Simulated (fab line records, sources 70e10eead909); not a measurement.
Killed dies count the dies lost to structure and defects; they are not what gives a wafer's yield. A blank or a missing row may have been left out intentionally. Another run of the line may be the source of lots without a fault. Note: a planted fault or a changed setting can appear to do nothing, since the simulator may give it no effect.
Chamber matching + flow nand_harc + cmp-02 running NHARC_A_M1_CMP_23: 4 sister chambers
The step polishes, t overpolish 20 s, target thk 154.34 nm. 8 wafers are shown with their chamber, then 9 later ones without.

== WAFERS, EACH WITH ITS CHAMBER ==
| wafer  | chamber | motor_current_A (A) | time_to_endpoint_s (s) |
|--------|---------|---------------------|------------------------|
| L081.6 | 1       | 13.3                | 38                     |
| L081.3 | 2       | 11.7                | 29                     |
| L084.1 | 3       | 12.8                | 27                     |
| L084.5 | 1       | 12.6                | 29                     |
| L084.6 | 0       | 11.5                | 28                     |
| L086.1 | 0       | 11.2                | 27                     |
| L086.2 | 3       | 11.9                | 27                     |
| L086.3 | 2       | 12.1                | 25                     |

== WAFERS WITH NO CHAMBER GIVEN ==
| wafer  | motor_current_A (A) | time_to_endpoint_s (s) |
|--------|---------------------|------------------------|
| L090.2 | 13.4                | 29                     |
| L090.4 | 11.6                | 24                     |
| L090.5 | 12.2                | 28                     |
| L095.2 | 11.1                | 26                     |
| L095.5 | 12.1                | 25                     |
| L095.6 | 11.5                | 26                     |
| L094.1 | 12.0                | 25                     |
| L094.2 | 10.9                | 24                     |
| L094.3 | 10.9                | 22                     |

== WHICH CHAMBER EACH ONE RAN IN ==
| wafer  | from the rows above               | in truth |
|--------|-----------------------------------|----------|
| L090.2 | can't be placed: 1 or 3 or 2      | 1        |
| L090.4 | can't be placed: 2 or 0 or 3      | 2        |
| L090.5 | can't be placed: 3 or 2 or 0 or 1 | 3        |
| L095.2 | can't be placed: 0 or 2           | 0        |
| L095.5 | can't be placed: 2 or 3 or 0      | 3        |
| L095.6 | can't be placed: 0 or 2 or 3      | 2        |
| L094.1 | can't be placed: 2 or 3 or 0      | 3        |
| L094.2 | can't be placed: 0 or 2 or 3      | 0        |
| L094.3 | can't be placed: 0 or 2 or 3      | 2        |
Correct placement for 0 of the 9. Can't be placed from these rows: 9 (the true chamber is among the candidates in 9). 0 placed wrongly.
How it was worked out, from the rows above alone: a wafer's distance from a chamber is the root of the sum, over the readings, of the square of ((its reading less the chamber's mean) divided by the reading's scatter). The wafer belongs to the nearest chamber; if the next one is less than 2 further off, it can't be placed. For every chamber, the mean is computed from those of its wafers that are shown. The scatter: the root of (the sum of the squares of (reading less its chamber's mean) over the shown wafers, divided by (wafers less chambers)).
